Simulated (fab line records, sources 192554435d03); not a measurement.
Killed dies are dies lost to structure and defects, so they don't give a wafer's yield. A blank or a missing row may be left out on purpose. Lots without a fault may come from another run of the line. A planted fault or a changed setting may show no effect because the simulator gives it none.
Split-lot experiment | flow n5_finfet | 7 lots, 39 wafers read, on a route of 1938 steps

THE SPLIT
At N5_BEOL_M12_ETCH_59 (etches BARC in N2/H2, target depth 89 nm, overetch 26.7 nm, time 67.9 s), the setting target_depth_a was moved away from the recipe's 890 angstrom on 9 of the 39 wafers read, by -27.3% to +48.8%. The other wafers ran this setting at the recipe's value.

The file shows no step between the split and the reading.

THE READING
coat_of_BEOL_M12_COAT_04.thk_nm (the simulator's own value, which no gauge read), in nm, at N5_BEOL_M12_VIA_ETCH_16 (etches SiOC in C4F8/O2/Ar, target depth 724.8 nm). The file gives no usual value for it. The 30 wafers here that ran the recipe average 123.2 nm, standard deviation 3.4 nm.

wafer  | tool, chamber at the split | target_depth_a as run, angstrom | against the recipe | coat_of_BEOL_M12_COAT_04.thk_nm, nm | against lot-mates on the recipe
L076.1 | rie_diel-03, 2             | 890                             | recipe             | 127.8                               | -
L076.2 | rie_diel-03, 1             | 1324                            | +48.8%             | 99.2                                | -25.9
L076.3 | rie_diel-03, 3             | 1324                            | +48.8%             | 96.8                                | -28.3
L076.4 | rie_diel-03, 0             | 890                             | recipe             | 124.2                               | -
L076.5 | rie_diel-03, 2             | 1324                            | +48.8%             | 100.4                               | -24.7
L076.6 | rie_diel-03, 1             | 890                             | recipe             | 123.2                               | -
L077.1 | rie_diel-03, 1             | 890                             | recipe             | 125.2                               | -
L077.4 | rie_diel-03, 2             | 890                             | recipe             | 125.2                               | -
L077.6 | rie_diel-03, 2             | 890                             | recipe             | 125.2                               | -
L077.2 | rie_diel-03, 3             | 890                             | recipe             | 124.2                               | -
L077.3 | rie_diel-03, 0             | 890                             | recipe             | 129.6                               | -
L077.5 | rie_diel-03, 3             | 890                             | recipe             | 119.6                               | -
L075.1 | rie_diel-06, 1             | 890                             | recipe             | 123.6                               | -
L075.2 | rie_diel-06, 3             | 890                             | recipe             | 118.6                               | -
L075.3 | rie_diel-06, 0             | 890                             | recipe             | 126.4                               | -
L075.4 | rie_diel-06, 2             | 890                             | recipe             | 120                                 | -
L075.5 | rie_diel-06, 1             | 890                             | recipe             | 120.6                               | -
L075.6 | rie_diel-06, 2             | 890                             | recipe             | 117.4                               | -
L078.1 | rie_diel-01, 3             | 737.7                           | -17.1%             | 134.2                               | +13.6
L078.2 | rie_diel-01, 1             | 737.7                           | -17.1%             | 133.8                               | +13.2
L078.3 | rie_diel-01, 0             | 737.7                           | -17.1%             | 128.4                               | +7.8
L078.4 | rie_diel-01, 2             | 890                             | recipe             | 121.2                               | -
L078.5 | rie_diel-01, 0             | 890                             | recipe             | 117.2                               | -
L078.6 | rie_diel-01, 3             | 890                             | recipe             | 123.4                               | -
L081.1 | rie_diel-01, 2,3,0         | 890                             | recipe             | 125.6                               | -
L081.2 | rie_diel-01, 1             | 890                             | recipe             | 126.8                               | -
L081.3 | rie_diel-01, 3,0           | 890                             | recipe             | 124.4                               | -
L081.4 | rie_diel-01, 3,0           | 890                             | recipe             | 122.8                               | -
L081.5 | rie_diel-01, 2,3,0         | 890                             | recipe             | 123.4                               | -
L081.6 | rie_diel-01, 2,3,0         | 890                             | recipe             | 119.8                               | -
L083.1 | rie_diel-06, 3             | 647.4                           | -27.3%             | 135                                 | +13.1
L083.2 | rie_diel-06, 1,2           | 647.4                           | -27.3%             | 137                                 | +15.1
L083.3 | rie_diel-06, 0             | 890                             | recipe             | 124.8                               | -
L083.4 | rie_diel-06, 1,2           | 647.4                           | -27.3%             | 134                                 | +12.1
L083.5 | rie_diel-06, 0             | 890                             | recipe             | 123.4                               | -
L083.6 | rie_diel-06, 1             | 890                             | recipe             | 117.6                               | -
L094.2 | rie_diel-06, 2             | 890                             | recipe             | 126                                 | -
L094.3 | rie_diel-06, 0             | 890                             | recipe             | 129.8                               | -
L094.4 | rie_diel-06, 3             | 890                             | recipe             | 120                                 | -
Where a row lists several chambers, the file gives one row for several wafers and doesn't say which wafer went through which chamber.

THE FIT
A straight line over all 39 wafers: coat_of_BEOL_M12_COAT_04.thk_nm changes by -0.49 nm for each +1% of target_depth_a; r = -0.93; the points scatter about the line by 3.2 nm.
The same after taking each lot's own level away (the mean of its wafers on the recipe; 39 wafers): -0.54 nm for each +1%; r = -0.95; scatter 2.8 nm.
On that fit, the largest move of target_depth_a shifts the reading by 26 nm.
The lots' own levels span 120.60 to 125.27 nm, that is 1.4 times the standard deviation above.
So the lot-to-lot level changes the slope little: the two slopes agree.
Check: with one of the wafers moved furthest among these (+48.8%) left out of the fit, the line predicts -26.4 nm for it against its lot-mates. It came out at -25.9 nm against them.

OTHER SPLITS ON THESE WAFERS
These wafers also went through other splits before the reading. Each is held against what the fit with the lots' levels taken away leaves over:
other split on the same wafers | wafers away from the commonest value | r with coat_of_BEOL_M12_COAT_04.thk_nm (lot level and that fit taken away)
N5_BEOL_M11_PECVD_70 time_s    | 12                                   | +0.02

THE WHOLE CHAIN: every reading that the file lists as answering this split, in the file's order
step                    | what it does                                                            | reading                                                                          | change (the file's fit)               | r (the file's)
N5_BEOL_M12_ETCH_59     | etches BARC in N2/H2, target depth 89 nm, overetch 26.7 nm, time 67.9 s | coat_of_BEOL_M12_COAT_04.thk_nm (the simulator's own value, which no gauge read) | -0.526 nm for each +1% of the setting | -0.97
N5_BEOL_M12_VIA_ETCH_16 | etches SiOC in C4F8/O2/Ar, target depth 724.8 nm                        | coat_of_BEOL_M12_COAT_04.thk_nm (the simulator's own value, which no gauge read) | -0.54 nm for each +1% of the setting  | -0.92
N5_BEOL_M12_STRIP_63    | strips in N2/H2                                                         | strip_time_to_endpoint_s                                                         | withheld for each +1% of the setting  | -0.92

THE FILE'S OWN FIT
coat_of_BEOL_M12_COAT_04.thk_nm changes by -0.54 nm for each +1% of target_depth_a, r = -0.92.
